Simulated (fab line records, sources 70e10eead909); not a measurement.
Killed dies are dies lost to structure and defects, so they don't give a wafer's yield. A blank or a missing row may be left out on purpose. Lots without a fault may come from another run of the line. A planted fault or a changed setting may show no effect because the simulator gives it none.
fab line records | flow nand_harc
record lots=21 wafers=63 last_day=32
route steps=1302 shown A_CONTACT@1013
lots that met no fault: from a run of the same line without faults
start_h: hours from the record's first day to the start of the lot's first wafer shown | wait_h: hours since the lot's step before | " the same as in the row above | L1.1+2: a row that stands for several wafers | - no value, or no start given | * or withheld: withheld | < > ~ a bound
route shown NAME@n: a module of which the file shows steps, and the number in the route of the first | usual: mean/standard deviation of fault-free wafers | same: alike in all rows | chamber/n: place in a boat | sites: the reading at each site | _std_site: their standard deviation | _edge_site: outer sites' mean less inner sites' | radius_mm: how far each site lies from the wafer's centre | mask NAME#n: copy n | behind: the tool/chamber that last shaped the wafer | hold: why the lot was held/for how many hours/how that ended | device: the transistor (n, p or np) that didn't switch | end of line: the same wafers' tests at the end of the route | a step without rows: its recipe alone | killed: dies lost to structure and defects at the first sort, not the wafer's yield | map: a wafer's dies, x killed, . not, _ none there
set.NAME: the setting as run; set.NAME@STEP: as run at that earlier step | model.NAME: the simulator's own value behind a step, which no gauge read
steps of the route over a sample of lots; a table a step, a row a wafer
services: from which hour (start_h, from the record's first day; less than 0 if before it) a tool's chamber was out of use, for how many hours, and why
## steps
# step NHARC_A_CONTACT_ETCH_119
# recipe source_w=withheld pressure_mtorr=20 bias_v=3000 time_s=190 target_depth_a=18500 ar_flow_sccm=withheld c4f8_flow_sccm=withheld o2_flow_sccm=withheld chemistry=C4F8/O2/Ar
# usual oes_air_line_au=1.003/0.02
# columns lot.wafer tool chamber start_h wait_h oes_air_line_au rf_hours_counter_h
L074.4 har_cap_etch-01 1 490.01 0.1 0.987 -
L074.3 " 0 " " 1.035 -
L074.6 " 1 " " 1.008 -
L075.1 har_cap_etch-02 0 490.34 0.1 0.963 89
L075.2 " 1 " " 0.962 89
L075.4 " 0 " " 0.998 -
L076.2 har_cap_etch-02 0 510.91 0.1 1.027 93
L076.4 " 1 " " 0.980 -
L076.5 " 1 " " 0.989 -
L078.1 har_cap_etch-02 1 522.66 0.1 1.027 95
L078.4 " 0 " " 0.994 -
L078.6 " 1 " " 1.014 -
L077.1 har_cap_etch-03 1 523.04 0.1 0.997 49
L077.6 " 1 " " 1.009 -
L077.5 " 0 " " 0.999 -
L080.3 har_cap_etch-01 0 537.39 0.1 0.942 -
L080.6 " 0 " " 0.973 -
L080.5 " 1 " " 0.991 -
L079.2 har_cap_etch-02 0 537.69 0.1 0.986 100
L079.4 " 0 " " 0.998 -
L079.6 " 0 " " 1.007 -
L081.4 har_cap_etch-03 0 563.01 0.1 1.003 -
L081.6 " 0 " " 1.011 -
L081.5 " 1 " " 1.012 -
L083.2 har_cap_etch-02 0 576.94 0.1 0.997 105
L083.4 " 0 " " 1.032 -
L083.6 " 1 " " 1.015 -
L082.2 har_cap_etch-03 0 580.91 0.1 1.073 59
L082.4 " 0 " " 1.012 -
L082.5 " 0 " " 1.054 -
L085.4 har_cap_etch-01 0 593.48 0.1 1.001 -
L085.3 " 1 " " 1.032 -
L085.6 " 1 " " 1.002 -
L084.1 har_cap_etch-02 1 594.35 0.2 1.013 109
L084.2 " 0 " " 1.005 109
L084.4 " 0 " " 1.038 -
L086.2 har_cap_etch-01 1 609.10 0.1 1.003 16
L086.1 " 0 " " 1.040 16
L086.6 " 1 " " 1.006 -
L087.2 har_cap_etch-02 1 609.98 0.1 0.995 113
L087.3 " 1 " " 1.003 -
L087.6 " 0 " " 0.966 -
L088.2 har_cap_etch-01 0 628.09 0.1 1.013 20
L088.4 " 0 " " 1.020 -
L088.5 " 1 " " 0.987 -
L089.4 har_cap_etch-03 0 629.17 0.1 1.023 -
L089.3 " 1 " " 0.975 -
L089.5 " 1 " " 0.969 -
L090.1 har_cap_etch-02 1 662.15 0.1 1.033 120
L090.5 " 1 " " 1.019 -
L090.6 " 0 " " 1.006 -
L091.2 har_cap_etch-01 1 668.09 0.1 1.008 25
L091.4 " 1 " " 1.020 -
L091.6 " 0 " " 0.981 -
L093.1 har_cap_etch-03 1 671.79 0.1 1.021 74
L093.2 " 0 " " 1.008 74
L093.4 " 0 " " 0.983 -
L094.2 har_cap_etch-02 0 687.62 0.1 1.007 126
L094.5 " 1 " " 0.989 -
L094.6 " 0 " " 1.016 -
L095.3 har_cap_etch-02 1 701.68 0.1 0.990 -
L095.6 " 0 " " 1.015 -
L095.5 " 1 " " 1.005 -
# step NHARC_A_CONTACT_ETCH_120
# recipe source_w=withheld pressure_mtorr=20 bias_v=3000 time_s=190 target_depth_a=18500 ar_flow_sccm=withheld c4f8_flow_sccm=withheld o2_flow_sccm=withheld chemistry=C4F8/O2/Ar
# usual oes_air_line_au=1.004/0.02
# columns lot.wafer tool chamber start_h wait_h oes_air_line_au rf_hours_counter_h
L074.4 har_cap_etch-01 1 490.18 0.1 1.030 -
L074.3 " 0 " " 0.990 -
L074.6 " 1 " " 1.010 -
L075.1 har_cap_etch-02 0 490.50 0.1 1.024 89
L075.2 " 1 " " 1.025 89
L075.4 " 0 " " 1.015 -
L076.2 har_cap_etch-02 0 511.08 0.1 1.017 93
L076.4 " 1 " " 1.040 -
L076.5 " 1 " " 1.004 -
L078.1 har_cap_etch-02 1 522.83 0.1 1.036 96
L078.4 " 0 " " 0.993 -
L078.6 " 1 " " 0.982 -
L077.1 har_cap_etch-03 1 523.21 0.1 1.019 49
L077.6 " 1 " " 1.016 -
L077.5 " 0 " " 1.007 -
L080.3 har_cap_etch-01 0 537.56 0.1 1.002 -
L080.6 " 0 " " 1.017 -
L080.5 " 1 " " 1.008 -
L079.2 har_cap_etch-02 0 537.86 0.1 0.982 100
L079.4 " 0 " " 1.013 -
L079.6 " 0 " " 0.998 -
L081.4 har_cap_etch-03 0 563.19 0.1 0.992 -
L081.6 " 0 " " 0.992 -
L081.5 " 1 " " 0.975 -
L083.2 har_cap_etch-02 0 577.11 0.1 1.009 105
L083.4 " 0 " " 0.997 -
L083.6 " 1 " " 1.019 -
L082.2 har_cap_etch-03 0 581.08 0.1 0.983 59
L082.4 " 0 " " 1.019 -
L082.5 " 0 " " 1.017 -
L085.4 har_cap_etch-01 0 593.65 0.1 0.990 -
L085.3 " 1 " " 1.025 -
L085.6 " 1 " " 0.994 -
L084.1 har_cap_etch-02 1 594.57 0.2 1.007 109
L084.2 " 0 " " 1.010 109
L084.4 " 0 " " 0.997 -
L086.2 har_cap_etch-01 1 609.27 0.1 0.986 16
L086.1 " 0 " " 1.001 16
L086.6 " 1 " " 0.996 -
L087.2 har_cap_etch-02 1 610.15 0.1 0.980 113
L087.3 " 1 " " 0.985 -
L087.6 " 0 " " 0.993 -
L088.2 har_cap_etch-01 0 628.26 0.1 0.992 20
L088.4 " 0 " " 0.999 -
L088.5 " 1 " " 1.016 -
L089.4 har_cap_etch-03 0 629.34 0.1 1.016 -
L089.3 " 1 " " 1.024 -
L089.5 " 1 " " 1.016 -
L090.1 har_cap_etch-02 1 662.31 0.1 0.982 120
L090.5 " 1 " " 0.980 -
L090.6 " 0 " " 0.993 -
L091.2 har_cap_etch-01 1 668.26 0.1 0.989 25
L091.4 " 1 " " 1.000 -
L091.6 " 0 " " 1.052 -
L093.1 har_cap_etch-03 1 671.97 0.1 1.065 75
L093.2 " 0 " " 1.018 75
L093.4 " 0 " " 1.016 -
L094.2 har_cap_etch-02 0 687.80 0.1 0.995 126
L094.5 " 1 " " 0.988 -
L094.6 " 0 " " 1.005 -
L095.3 har_cap_etch-02 1 701.85 0.1 1.044 -
L095.6 " 0 " " 0.996 -
L095.5 " 1 " " 1.017 -
# step NHARC_A_CONTACT_ETCH_96
# recipe target_depth_a=200 over_etch_frac=0.5 time_s=10 ion_energy_ev=250 c4f6_flow_sccm=25 o2_flow_sccm=20 ar_flow_sccm=500 rf_w=600 bias_w=500 chemistry=C4F6/O2
# usual drypump_motor_current_A=5.5/0.36 mfc_ar_sccm=499.9/1.4 o2_flow_sccm=20.00/0.057 oes_product_au=0.97/0.03 rf_vpp_V=548/3.3 showerhead_plenum_p_Torr=3.96/0.15 throttle_valve_pct=26.903/0.0093
# columns lot.wafer tool chamber start_h wait_h drypump_motor_current_A mfc_ar_sccm o2_flow_sccm oes_product_au rf_hours_counter_h rf_vpp_V showerhead_plenum_p_Torr throttle_valve_pct
L074.3 rie_diel-08 3 - - 5.0 497.1 20.00 1.01 38 548 3.97 26.907
L074.4 " 0 " " 5.6 498.9 20.12 1.01 35 548 3.97 26.905
L074.6 " 0 " " 5.6 504.6 20.09 1.02 - 548 3.97 26.915
L075.4 rie_diel-12 3 - - 5.4 501.2 19.95 0.93 9 550 4.10 26.895
L075.2 " 0 " " 5.6 499.1 20.02 0.94 10 554 4.22 26.916
L075.1 " 2 " " 5.8 500.4 20.18 0.93 9 551 4.13 26.903
L076.2 rie_diel-08 0 - - 5.6 499.7 19.99 0.95 43 547 3.96 26.909
L076.4 " 2 " " 5.8 502.2 19.95 0.95 45 542 3.72 26.918
L076.5 " 0 " " 5.6 500.7 20.00 0.95 - 547 3.97 26.906
L078.1 rie_diel-08 0 - - 5.6 498.1 20.06 0.95 50 548 3.96 26.898
L078.4 " 2 " " 5.7 497.8 20.00 0.92 49 542 3.72 26.907
L078.6 " 3 " " 5.0 503.6 19.97 0.94 - 548 3.96 26.901
L077.1 rie_diel-08 3 - - 5.0 499.5 19.95 0.97 52 548 3.97 26.906
L077.5 " 1 " " 5.6 499.3 20.08 0.96 - 551 4.13 26.887
L077.6 " 2 " " 5.7 500.8 20.04 0.95 - 543 3.72 26.904
L080.3 rie_diel-08 3 - - 5.0 499.1 19.99 0.95 54 547 3.96 26.909
L080.5 " 3 " " 5.0 499.1 20.04 0.96 - 548 3.96 26.896
L080.6 " 0 " " 5.6 499.0 20.03 0.94 - 548 3.96 26.898
L079.4 rie_diel-08 3 - - 5.0 498.8 19.96 0.97 54 547 3.96 26.903
L079.2 " 2 " " 5.7 498.9 20.02 0.96 52 543 3.72 26.897
L079.6 " 0 " " 5.6 498.3 19.97 0.95 - 548 3.96 26.917
L081.4 rie_diel-12 2 - - 5.8 500.6 20.07 0.96 18 551 4.13 26.901
L081.5 " 0 " " 5.6 500.0 20.06 0.95 - 553 4.21 26.905
L081.6 " 1 " " 6.0 503.3 20.02 0.95 - 548 3.96 26.893
L083.2 rie_diel-03 2 - - 4.8 498.3 20.04 0.93 40 545 3.81 26.888
L083.4 " 3 " " 5.7 501.0 20.04 0.96 38 551 4.17 26.900
L083.6 " 1 " " 6.2 500.5 20.03 0.92 - 543 3.84 26.897
L082.4 rie_diel-08 0 - - 5.6 500.7 20.01 1.01 9 548 3.95 26.905
L082.2 " 2 " " 5.7 499.4 20.01 0.99 11 543 3.71 26.896
L082.5 " 0 " " 5.6 501.7 19.93 1.01 - 547 3.95 26.897
L085.4 rie_diel-08 1 - - 5.6 499.8 20.07 0.95 14 550 4.12 26.901
L085.3 " 2 " " 5.8 499.5 19.94 0.94 16 543 3.71 26.897
L085.6 " 1 " " 5.6 499.6 20.03 0.95 - 549 4.12 26.903
L084.2 rie_diel-12 0 - - 5.6 500.6 19.98 0.99 28 554 4.21 26.900
L084.4 " 2 " " 5.8 498.3 20.02 1.00 23 551 4.12 26.919
L084.1 " 3 " " 5.4 498.6 19.97 1.01 24 549 4.09 26.897
L086.1 rie_diel-08 2 - - 5.8 497.9 19.95 0.99 21 543 3.71 26.905
L086.2 " 3 " " 5.0 499.5 19.97 1.00 19 548 3.95 26.909
L086.6 " 1 " " 5.6 500.0 19.99 0.99 - 551 4.12 26.896
L087.2 rie_diel-12 3 - - 5.4 500.1 19.99 0.96 26 550 4.09 26.895
L087.3 " 2 " " 5.9 498.7 19.98 0.96 26 552 4.12 26.879
L087.6 " 3 " " 5.4 499.8 19.98 0.95 - 550 4.09 26.893
L088.4 rie_diel-08 1 - - 5.6 499.4 19.93 0.95 23 552 4.11 26.915
L088.2 " 2 " " 5.7 499.3 19.93 0.93 25 542 3.71 26.907
L088.5 " 1 " " 5.6 499.6 19.97 0.94 - 551 4.11 26.896
L089.3 rie_diel-08 0 - - 5.6 498.8 20.02 1.02 21 548 3.94 26.901
L089.4 " 1 " " 5.6 499.4 19.91 1.00 23 551 4.11 26.903
L089.5 " 3 " " 5.0 500.2 19.96 1.00 - 547 3.95 26.889
L090.1 rie_diel-03 0 - - 5.3 501.5 19.91 1.02 5 542 3.78 26.897
L090.5 " 2 " " 4.8 498.9 20.04 1.02 - 544 3.79 26.912
L090.6 " 3 " " 5.6 498.5 19.97 1.01 - 552 4.15 26.908
L091.4 rie_diel-03 0 - - 5.3 499.3 19.95 0.98 6 544 3.78 26.895
L091.2 " 1 " " 6.1 501.1 19.93 0.97 7 545 3.82 26.910
L091.6 " 2 " " 4.8 499.9 19.87 0.98 - 544 3.79 26.915
L093.1 rie_diel-03 0 - - 5.3 497.8 20.06 1.02 6 545 3.78 26.916
L093.4 " 2 " " 4.8 501.9 19.97 1.02 9 543 3.79 26.906
L093.2 " 3 " " 5.7 498.7 19.97 1.02 8 552 4.15 26.896
L094.2 rie_diel-12 3 689.42 0.1 5.4 500.3 20.10 0.99 10 550 4.08 26.885
L094.5 " 1 " " 6.0 501.7 19.99 0.99 - 549 3.95 26.897
L094.6 " 2 " " 5.7 501.3 20.08 1.01 - 551 4.11 26.910
L095.3 rie_diel-03 3 - - 5.7 501.2 19.98 1.00 18 552 4.14 26.907
L095.5 " 2 " " 4.8 499.4 20.09 1.01 - 545 3.79 26.920
L095.6 " 3 " " 5.7 499.9 20.00 1.02 - 550 4.14 26.901
# step NHARC_A_CONTACT_ETCH_133
# recipe source_w=withheld pressure_mtorr=20 bias_v=400 time_s=374 target_depth_a=16100 ar_flow_sccm=withheld c4f8_flow_sccm=11.5 o2_flow_sccm=7.2 chemistry=C4F8/O2/Ar
# usual oes_air_line_au=1.001/0.021
# columns lot.wafer tool chamber start_h wait_h oes_air_line_au rf_hours_counter_h
L074.4 har_cap_etch-02 1 504.66 0.2 0.971 -
L074.3 " 0 " " 0.998 -
L074.6 " 1 " " 1.005 -
L075.2 har_cap_etch-03 0 505.12 0.1 1.025 45
L075.1 " 1 " " 0.978 45
L075.4 " 1 " " 1.013 -
L076.2 har_cap_etch-01 1 522.91 0.3 1.002 1
L076.4 " 1 " " 1.011 -
L076.5 " 0 " " 0.964 -
L078.1 har_cap_etch-02 0 533.20 0.1 1.013 98
L078.4 " 1 " " 0.960 -
L078.6 " 1 " " 0.994 -
L077.1 har_cap_etch-03 0 533.45 0.1 0.984 52
L077.6 " 0 " " 0.997 -
L077.5 " 1 " " 1.048 -
L080.3 har_cap_etch-02 0 547.63 0.2 1.032 -
L080.5 " 0 " " 1.010 -
L080.6 " 1 " " 0.999 -
L079.2 har_cap_etch-03 0 548.32 0.1 0.995 55
L079.4 " 1 " " 1.026 -
L079.6 " 0 " " 0.991 -
L081.4 har_cap_etch-01 1 576.08 0.3 1.011 -
L081.5 " 0 " " 1.008 -
L081.6 " 1 " " 1.016 -
L083.2 har_cap_etch-02 1 587.14 0.1 1.010 107
L083.4 " 0 " " 1.025 -
L083.6 " 0 " " 0.979 -
L082.2 har_cap_etch-03 0 592.90 0.1 0.994 61
L082.4 " 1 " " 1.000 -
L082.5 " 0 " " 0.996 -
L085.3 har_cap_etch-02 1 604.01 0.2 1.036 -
L085.4 " 0 " " 0.999 -
L085.6 " 0 " " 1.004 -
L084.2 har_cap_etch-03 0 604.95 0.1 0.990 64
L084.1 " 1 " " 1.027 64
L084.4 " 0 " " 0.976 -
L086.2 har_cap_etch-03 0 623.63 0.1 0.990 68
L086.1 " 1 " " 0.977 68
L086.6 " 1 " " 1.015 -
L087.2 har_cap_etch-02 1 624.17 0.2 0.995 116
L087.3 " 0 " " 0.984 -
L087.6 " 0 " " 1.006 -
L088.2 har_cap_etch-03 1 638.60 0.1 1.014 72
L088.4 " 0 " " 1.005 -
L088.5 " 1 " " 1.024 -
L089.3 har_cap_etch-02 1 639.77 0.2 1.007 -
L089.4 " 0 " " 0.954 -
L089.5 " 1 " " 1.021 -
L090.1 har_cap_etch-02 0 672.16 0.1 0.965 123
L090.5 " 0 " " 0.976 -
L090.6 " 1 " " 0.989 -
L091.2 har_cap_etch-02 0 683.32 0.1 1.036 124
L091.4 " 1 " " 0.974 -
L091.6 " 1 " " 0.967 -
L093.1 har_cap_etch-01 0 688.64 0.1 0.973 29
L093.2 " 1 " " 1.001 29
L093.4 " 1 " " 1.009 -
L094.2 har_cap_etch-03 1 698.06 0.2 1.006 80
L094.6 " 0 " " 0.987 -
L094.5 " 1 " " 1.001 -
L095.3 har_cap_etch-03 1 715.50 0.2 1.014 -
L095.5 " 1 " " 1.016 -
L095.6 " 0 " " 0.974 -
# step NHARC_A_CONTACT_ETCH_97
# recipe target_depth_a=200 over_etch_frac=0.5 time_s=10 ion_energy_ev=250 c4f6_flow_sccm=25 o2_flow_sccm=20 ar_flow_sccm=500 rf_w=600 bias_w=500 chemistry=C4F6/O2
# usual drypump_motor_current_A=5.7/0.34 mfc_ar_sccm=500.2/1.5 o2_flow_sccm=20.00/0.059 oes_product_au=0.960/0.021 rf_vpp_V=549.2/2.9 showerhead_plenum_p_Torr=4.04/0.13 throttle_valve_pct=26.904/0.0099
# columns lot.wafer tool chamber start_h wait_h drypump_motor_current_A mfc_ar_sccm o2_flow_sccm oes_product_au rf_hours_counter_h rf_vpp_V showerhead_plenum_p_Torr throttle_valve_pct
L074.3 rie_diel-03 3 505.51 0.2 5.7 498.3 20.05 0.989 12 551.1 4.18 26.915
L074.6 " 1 " " 6.1 500.1 19.94 0.979 - 546.4 3.85 26.905
L074.4 " 2 " " 4.8 499.6 20.02 0.977 - 544.1 3.83 26.904
L075.2 rie_diel-03 1 506.08 0.1 6.1 498.3 19.95 0.971 14 546.0 3.85 26.899
L075.1 " 2 " " 4.8 502.5 20.07 0.968 14 544.1 3.83 26.907
L075.4 " 3 " " 5.7 498.6 20.01 0.973 - 551.7 4.18 26.908
L076.4 rie_diel-12 1 - - 6.0 502.2 20.05 0.952 14 549.5 3.97 26.897
L076.2 " 2 " " 5.8 501.4 19.93 0.953 12 551.0 4.13 26.907
L076.5 " 1 " " 6.1 499.2 20.01 0.940 - 548.1 3.97 26.899
L078.4 rie_diel-12 1 - - 6.0 499.0 20.04 0.953 15 548.2 3.97 26.911
L078.1 " 3 " " 5.4 499.2 19.91 0.935 13 550.7 4.09 26.890
L078.6 " 0 " " 5.6 499.5 19.89 0.932 - 551.7 4.22 26.902
L077.1 rie_diel-08 2 - - 5.7 501.1 19.92 0.932 52 541.8 3.72 26.903
L077.5 " 0 " " 5.6 498.5 20.00 0.934 - 545.7 3.96 26.902
L077.6 " 1 " " 5.6 498.4 20.00 0.935 - 552.3 4.13 26.885
L080.3 rie_diel-12 1 - - 6.1 498.6 20.06 0.941 18 548.8 3.97 26.899
L080.6 " 2 " " 5.8 499.2 20.04 0.953 - 551.7 4.13 26.908
L080.5 " 3 " " 5.4 499.6 19.99 0.959 - 551.8 4.09 26.909
L079.4 rie_diel-12 0 - - 5.6 500.5 20.00 0.921 20 552.9 4.21 26.894
L079.2 " 1 " " 6.0 500.8 20.02 0.951 18 546.4 3.97 26.906
L079.6 " 3 " " 5.4 501.7 20.09 0.945 - 549.1 4.09 26.893
L081.4 rie_diel-03 0 - - 5.3 498.2 20.02 0.973 33 543.4 3.80 26.904
L081.5 " 1 " " 6.1 502.8 19.98 0.933 - 544.6 3.84 26.889
L081.6 " 2 " " 4.8 503.3 20.11 0.935 - 544.6 3.81 26.904
L083.2 rie_diel-12 1 - - 6.1 499.8 20.00 0.954 24 547.3 3.96 26.911
L083.4 " 0 " " 5.6 503.7 19.95 0.933 26 553.0 4.21 26.927
L083.6 " 1 " " 6.0 500.4 19.97 0.945 - 548.0 3.96 26.899
L082.2 rie_diel-12 1 - - 6.1 498.0 20.08 0.955 25 547.4 3.96 26.920
L082.4 " 2 " " 5.8 499.9 19.97 0.951 23 551.1 4.12 26.900
L082.5 " 3 " " 5.4 500.4 20.05 0.957 - 549.6 4.09 26.908
L085.4 rie_diel-12 2 - - 5.8 499.3 19.94 0.976 24 549.4 4.12 26.891
L085.3 " 1 " " 6.1 501.5 19.96 0.985 26 546.6 3.96 26.910
L085.6 " 3 " " 5.4 501.8 19.97 0.976 - 550.3 4.09 26.920
L084.1 rie_diel-12 0 - - 5.6 500.0 20.03 0.947 29 553.0 4.21 26.909
L084.2 " 1 " " 6.0 499.3 19.92 0.943 26 546.5 3.96 26.907
L084.4 " 2 " " 5.8 501.7 20.01 0.939 24 551.7 4.12 26.892
L086.2 rie_diel-03 0 - - 5.3 499.9 19.95 0.954 50 544.6 3.79 26.901
L086.1 " 1 " " 6.1 500.5 20.03 0.945 58 543.4 3.83 26.908
L086.6 " 3 " " 5.7 501.3 19.97 0.946 - 552.2 4.16 26.909
L087.2 rie_diel-03 3 - - 5.7 499.2 19.99 0.980 56 550.8 4.16 26.906
L087.3 " 0 " " 5.3 498.1 19.98 1.016 51 544.9 3.79 26.897
L087.6 " 2 " " 4.8 502.3 19.91 0.973 - 543.7 3.80 26.910
L088.2 rie_diel-12 0 639.56 0.1 5.6 499.3 20.08 0.975 1 551.5 4.21 26.911
L088.5 " 1 " " 6.0 499.6 20.02 0.969 - 549.1 3.96 26.911
L088.4 " 0 " " 5.6 503.5 20.04 0.969 - 553.2 4.21 26.890
L089.3 rie_diel-12 1 - - 6.0 501.8 20.01 0.998 2 547.1 3.96 26.911
L089.4 " 2 " " 5.8 498.0 19.95 1.023 0 549.8 4.12 26.893
L089.5 " 1 " " 6.0 501.4 20.03 1.005 - 547.0 3.96 26.888
L090.1 rie_diel-12 2 - - 5.8 499.8 19.99 0.974 4 550.5 4.12 26.878
L090.6 " 2 " " 5.8 499.4 19.97 0.967 - 551.6 4.12 26.898
L090.5 " 3 " " 5.4 500.4 20.09 0.943 - 549.7 4.08 26.890
L091.2 rie_diel-12 2 684.27 0.1 5.8 502.8 19.98 1.024 7 551.6 4.11 26.924
L091.6 " 2 " " 5.8 500.3 19.99 1.006 - 550.9 4.11 26.914
L091.4 " 3 " " 5.4 500.1 20.03 0.993 - 551.3 4.08 26.897
L093.1 rie_diel-12 2 689.66 0.2 5.8 502.0 19.92 0.982 9 550.5 4.11 26.924
L093.2 " 3 " " 5.4 500.4 19.97 0.972 10 550.5 4.08 26.880
L093.4 " 1 " " 6.1 499.9 20.00 0.970 - 548.8 3.95 26.909
L094.2 rie_diel-12 3 - - 5.4 499.9 19.84 0.961 12 549.7 4.08 26.902
L094.5 " 1 " " 6.1 502.4 19.88 0.960 - 547.2 3.95 26.913
L094.6 " 2 " " 5.8 498.5 19.94 0.968 - 551.3 4.11 26.894
L095.3 rie_diel-12 2 - - 5.8 500.9 20.02 0.955 15 551.7 4.11 26.909
L095.6 " 1 " " 6.0 502.2 20.05 0.946 - 547.8 3.95 26.896
L095.5 " 2 " " 5.8 499.9 20.10 0.940 - 551.0 4.11 26.924
# step NHARC_A_CONTACT_ETCH_106
# recipe target_depth_a=900 overetch_a=90 time_s=49.5 ion_energy_ev=100 cf4_flow_sccm=80 o2_flow_sccm=20 ar_flow_sccm=0 rf_w=300 bias_w=100 chemistry=CF4/O2
# usual drypump_motor_current_A=5.6/0.36 mfc_ar_sccm=0.006/0.012 o2_flow_sccm=20.01/0.062 oes_product_au=1.003/0.0096 rf_vpp_V=198.3/1.5 showerhead_plenum_p_Torr=1.36/0.055 throttle_valve_pct=13.397/0.0087
# columns lot.wafer tool chamber start_h wait_h drypump_motor_current_A mfc_ar_sccm o2_flow_sccm oes_product_au rf_hours_counter_h rf_vpp_V showerhead_plenum_p_Torr throttle_valve_pct
L074.4 rie_diel-12 3 505.89 0.1 5.4 0 20.07 0.992 9 198.4 1.40 13.391
L074.3 " 1 " " 6.0 0 20.00 1.011 11 197.1 1.35 13.394
L074.6 " 2 " " 5.8 0.024 19.98 1.007 - 199.2 1.41 13.388
L075.1 rie_diel-12 0 506.46 0.1 5.6 0 20.00 0.994 11 201.4 1.44 13.405
L075.2 " 1 " " 6.0 0 20.11 1.021 11 198.3 1.35 13.403
L075.4 " 2 " " 5.7 0.024 20.06 1.007 10 199.8 1.41 13.407
L076.4 rie_diel-12 3 524.40 0.0 5.4 0 19.94 0.988 12 197.7 1.40 13.399
L076.2 " 2 " " 5.8 0.024 20.03 0.997 12 199.6 1.41 13.403
L076.5 " 3 " " 5.4 0 20.00 1.002 - 199.7 1.40 13.397
L078.4 rie_diel-12 2 534.54 0.1 5.8 0.024 20.02 1.012 13 197.9 1.41 13.390
L078.1 " 3 " " 5.4 0 20.01 1.000 13 198.6 1.40 13.382
L078.6 " 2 " " 5.7 0.024 19.97 1.003 - 200.1 1.41 13.395
L077.1 rie_diel-08 2 534.77 0.1 5.7 0.011 19.97 0.997 52 196.3 1.26 13.379
L077.5 " 3 " " 5.0 0.043 19.95 1.002 - 197.1 1.35 13.406
L077.6 " 0 " " 5.6 0 20.12 1.006 - 200.0 1.35 13.407
L080.3 rie_diel-12 1 548.79 0.1 6.0 0 19.93 1.012 18 198.1 1.35 13.411
L080.5 " 3 " " 5.4 0 19.90 1.000 - 197.5 1.40 13.390
L080.6 " 0 " " 5.6 0 20.08 0.993 - 197.9 1.44 13.391
L079.4 rie_diel-12 0 549.61 0.1 5.5 0 19.99 1.007 20 200.4 1.44 13.390
L079.2 " 2 " " 5.8 0.024 19.91 1.008 16 199.5 1.41 13.379
L079.6 " 0 " " 5.6 0 20.14 0.987 - 198.6 1.44 13.400
L081.4 rie_diel-03 3 577.18 0.1 5.7 0.003 19.95 1.011 37 200.1 1.42 13.405
L081.5 " 0 " " 5.3 0 20.08 1.022 - 196.6 1.29 13.396
L081.6 " 1 " " 6.1 0 19.95 0.995 - 197.0 1.30 13.393
L083.4 rie_diel-08 1 588.43 0.1 5.6 0.002 20.10 0.998 11 199.7 1.41 13.408
L083.2 " 0 " " 5.6 0 19.89 1.002 10 196.7 1.35 13.401
L083.6 " 2 " " 5.7 0.011 20.05 1.004 - 196.0 1.26 13.420
L082.2 rie_diel-03 1 594.19 0.0 6.1 0 19.94 0.982 45 197.3 1.30 13.407
L082.4 " 3 " " 5.6 0.003 20.03 1.018 42 199.4 1.42 13.390
L082.5 " 2 " " 4.8 0 20.04 0.989 - 199.0 1.29 13.390
L085.3 rie_diel-03 1 605.16 0.1 6.1 0 20.02 1.001 49 195.3 1.30 13.396
L085.4 " 2 " " 4.8 0 20.08 1.008 50 196.1 1.29 13.386
L085.6 " 2 " " 4.8 0 20.02 1.000 - 195.1 1.29 13.405
L084.2 rie_diel-12 1 606.25 0.1 6.0 0 19.99 1.000 26 197.3 1.35 13.405
L084.1 " 2 " " 5.8 0.024 20.04 1.014 24 199.7 1.41 13.404
L084.4 " 3 " " 5.4 0 20.03 0.992 25 199.5 1.39 13.397
L086.1 rie_diel-03 2 625.25 0.1 4.8 0 20.03 1.007 58 196.7 1.29 13.401
L086.2 " 3 " " 5.6 0.003 19.99 1.006 56 198.0 1.42 13.393
L086.6 " 2 " " 4.8 0 19.93 1.001 - 197.5 1.29 13.402
L087.3 rie_diel-08 1 625.66 0.1 5.6 0.002 19.97 0.995 23 199.6 1.40 13.408
L087.2 " 2 " " 5.7 0.011 20.02 0.995 24 195.6 1.26 13.393
L087.6 " 0 " " 5.6 0 20.00 1.012 - 197.3 1.34 13.389
L088.2 rie_diel-12 0 639.97 0.1 5.6 0 19.93 0.998 1 201.1 1.44 13.396
L088.5 " 3 " " 5.4 0 20.00 0.998 - 199.0 1.39 13.405
L088.4 " 0 " " 5.6 0 19.86 0.995 - 201.3 1.44 13.407
L089.3 rie_diel-12 3 640.93 0.1 5.4 0 19.99 0.992 2 199.6 1.39 13.403
L089.4 " 2 " " 5.8 0.024 20.01 1.021 0 198.8 1.41 13.411
L089.5 " 0 " " 5.5 0 20.07 0.983 - 199.2 1.44 13.390
L090.1 rie_diel-08 2 673.47 0.1 5.7 0.011 20.08 0.999 41 197.2 1.25 13.397
L090.5 " 3 " " 5.0 0.043 19.91 1.005 - 198.8 1.34 13.397
L090.6 " 0 " " 5.6 0 20.00 1.010 - 196.7 1.34 13.383
L091.2 rie_diel-12 1 684.71 0.1 6.0 0 20.08 0.999 8 197.4 1.35 13.392
L091.4 " 2 " " 5.8 0.024 20.07 1.016 - 200.1 1.41 13.400
L091.6 " 3 " " 5.4 0 19.97 0.999 - 200.1 1.39 13.406
L093.1 rie_diel-12 2 690.27 0.1 5.8 0.024 19.88 1.021 9 199.6 1.40 13.403
L093.2 " 1 " " 6.0 0 19.99 1.002 10 197.6 1.35 13.400
L093.4 " 1 " " 6.0 0 20.01 1.010 - 197.7 1.35 13.387
L094.2 rie_diel-08 1 699.40 0.1 5.6 0.002 19.97 0.991 43 200.1 1.40 13.393
L094.5 " 2 " " 5.7 0.011 20.02 0.994 - 197.2 1.25 13.395
L094.6 " 3 " " 5.0 0.043 20.00 1.007 - 198.7 1.34 13.403
L095.3 rie_diel-03 3 716.67 0.1 5.6 0.003 19.90 1.004 25 199.2 1.41 13.389
L095.5 " 0 " " 5.3 0 19.92 1.017 - 195.5 1.28 13.405
L095.6 " 1 " " 6.1 0 19.90 1.008 - 195.8 1.29 13.405
## services
# columns tool chamber start_h hours kind
rie_diel-12 0 478.90 - clean
rie_diel-12 1 478.90 - clean
rie_diel-12 2 478.90 - clean
rie_diel-12 3 478.90 - clean
har_cap_etch-01 - 497.00 17.0 pm
rie_diel-12 0 503.40 - clean
rie_diel-12 1 503.40 - clean
rie_diel-12 2 503.40 - clean
rie_diel-12 3 503.40 - clean
rie_diel-12 0 527.90 - clean
rie_diel-12 1 527.90 - clean
rie_diel-12 2 527.90 - clean
rie_diel-08 1 542.38 3.7 repair
rie_diel-08 - 545.21 9.0 pm
har_cap_etch-03 - 564.55 2.6 repair
rie_diel-12 1 577.49 3.9 repair
rie_diel-12 3 581.30 1.6 repair
rie_diel-12 - 622.40 9.0 pm
rie_diel-03 - 635.56 9.0 pm
rie_diel-08 1 648.37 9.1 repair
rie_diel-08 - 650.22 0.5 repair
rie_diel-08 - 666.91 0.3 repair
rie_diel-12 0 673.93 16.8 repair
rie_diel-03 3 678.19 6.5 repair
## key
fault none
